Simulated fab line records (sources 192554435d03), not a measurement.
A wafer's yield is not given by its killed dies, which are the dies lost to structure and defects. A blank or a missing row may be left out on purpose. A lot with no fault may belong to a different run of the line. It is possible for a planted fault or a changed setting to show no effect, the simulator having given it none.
Chamber matching / flow n5_finfet / rie_diel-06 running N5_BEOL_M10_ETCH_61: 4 sister chambers
The step etches SiARC in CF4, target depth 39 nm, time 65 s. 8 wafers are shown with their chamber, then 10 later ones without.

WAFERS, EACH WITH ITS CHAMBER
wafer=L077.4; chamber=1; drypump_motor_current_A (A)=5.8; showerhead_plenum_p_Torr (Torr)=2.05
wafer=L083.4; chamber=2; drypump_motor_current_A (A)=5.6; showerhead_plenum_p_Torr (Torr)=2.14
wafer=L083.6; chamber=0; drypump_motor_current_A (A)=5.7; showerhead_plenum_p_Torr (Torr)=2.10
wafer=L082.2; chamber=2; drypump_motor_current_A (A)=5.5; showerhead_plenum_p_Torr (Torr)=2.14
wafer=L082.4; chamber=1; drypump_motor_current_A (A)=5.8; showerhead_plenum_p_Torr (Torr)=2.05
wafer=L082.5; chamber=3; drypump_motor_current_A (A)=4.9; showerhead_plenum_p_Torr (Torr)=2.09
wafer=L087.3; chamber=0; drypump_motor_current_A (A)=5.7; showerhead_plenum_p_Torr (Torr)=2.09
wafer=L087.4; chamber=3; drypump_motor_current_A (A)=4.9; showerhead_plenum_p_Torr (Torr)=2.09

WAFERS WITHOUT THEIR CHAMBER
wafer=L087.6; drypump_motor_current_A (A)=5.8; showerhead_plenum_p_Torr (Torr)=2.04
wafer=L089.1; drypump_motor_current_A (A)=5.8; showerhead_plenum_p_Torr (Torr)=2.04
wafer=L089.3; drypump_motor_current_A (A)=5.7; showerhead_plenum_p_Torr (Torr)=2.09
wafer=L089.4; drypump_motor_current_A (A)=4.9; showerhead_plenum_p_Torr (Torr)=2.09
wafer=L088.4; drypump_motor_current_A (A)=5.5; showerhead_plenum_p_Torr (Torr)=2.14
wafer=L088.5; drypump_motor_current_A (A)=4.9; showerhead_plenum_p_Torr (Torr)=2.09
wafer=L088.6; drypump_motor_current_A (A)=5.7; showerhead_plenum_p_Torr (Torr)=2.09
wafer=L097.1; drypump_motor_current_A (A)=5.7; showerhead_plenum_p_Torr (Torr)=2.08
wafer=L097.2; drypump_motor_current_A (A)=5.6; showerhead_plenum_p_Torr (Torr)=2.13
wafer=L097.6; drypump_motor_current_A (A)=5.8; showerhead_plenum_p_Torr (Torr)=2.03

EACH ONE'S CHAMBER
wafer=L087.6; from the rows above=1; in truth=1
wafer=L089.1; from the rows above=1; in truth=1
wafer=L089.3; from the rows above=0; in truth=0
wafer=L089.4; from the rows above=3; in truth=3
wafer=L088.4; from the rows above=2; in truth=2
wafer=L088.5; from the rows above=3; in truth=3
wafer=L088.6; from the rows above=0; in truth=0
wafer=L097.1; from the rows above=0; in truth=0
wafer=L097.2; from the rows above=2; in truth=2
wafer=L097.6; from the rows above=1; in truth=1
Placed correctly: 10 of 10. From these rows, 0 cannot be placed. Number placed wrongly: 0.
How it was worked out, from the rows above alone: a wafer's distance from a chamber is the root of the sum, over the readings, of the square of ((its reading less the chamber's mean) divided by the reading's scatter). If the next closest chamber is less than 2 further off than the closest, the wafer can't be placed; otherwise it belongs to the closest. A chamber's mean is the mean of its shown wafers. The scatter: take each reading less its chamber's mean, square it, sum over the shown wafers, divide by the number of wafers less the number of chambers, and take the root.
